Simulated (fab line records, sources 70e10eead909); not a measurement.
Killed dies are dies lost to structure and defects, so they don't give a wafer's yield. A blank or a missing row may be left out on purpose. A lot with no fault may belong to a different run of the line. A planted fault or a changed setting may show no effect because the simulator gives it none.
Matching of chambers :: flow nand harc :: NHARC_A_STAIRCASE_DEP_417 on pecvd-03 has 3 sister chambers
The step deposits Si3N4, target thk 60 nm. 3 wafers are shown with their chamber, then 10 later ones without.

## WAFERS, EACH WITH ITS CHAMBER
wafer: L082.4
chamber: 2
heater power w (W): 555

wafer: L092.1
chamber: 1
heater power w (W): 777

wafer: L092.3
chamber: 0
heater power w (W): 719

## WAFERS WITH NO CHAMBER GIVEN
wafer: L092.5
heater power w (W): 770

wafer: L093.3
heater power w (W): 605

wafer: L093.4
heater power w (W): 580

wafer: L093.5
heater power w (W): 614

wafer: L095.1
heater power w (W): 691

wafer: L095.2
heater power w (W): 767

wafer: L095.6
heater power w (W): 707

wafer: L097.3
heater power w (W): 683

wafer: L097.4
heater power w (W): 551

wafer: L097.6
heater power w (W): 741

## WHICH CHAMBER EACH WENT THROUGH
wafer: L092.5
from the rows above: can't be placed: 1 or 0
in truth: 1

wafer: L093.3
from the rows above: 2
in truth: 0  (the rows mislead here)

wafer: L093.4
from the rows above: 2
in truth: 2

wafer: L093.5
from the rows above: can't be placed: 2 or 0
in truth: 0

wafer: L095.1
from the rows above: can't be placed: 0 or 1
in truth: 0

wafer: L095.2
from the rows above: can't be placed: 1 or 0
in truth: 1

wafer: L095.6
from the rows above: can't be placed: 0 or 1
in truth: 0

wafer: L097.3
from the rows above: can't be placed: 0 or 1
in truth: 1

wafer: L097.4
from the rows above: 2
in truth: 2

wafer: L097.6
from the rows above: can't be placed: 0 or 1
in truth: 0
2 of 10 placed correctly. From these rows, 7 cannot be placed; in 7 the true chamber is one of the candidates. 1 placed wrongly.
How it was worked out, from the rows above alone: a wafer's distance from a chamber is the root of the sum, over the readings, of the square of ((its reading less the chamber's mean) divided by the reading's scatter). The wafer belongs to the nearest chamber; if the next one is less than 2 further off, it can't be placed. The mean given for a chamber averages the wafers shown for that chamber. The scatter: with one shown wafer a chamber, the root of the mean of the squares of how far each hidden wafer lies from its nearest shown one.
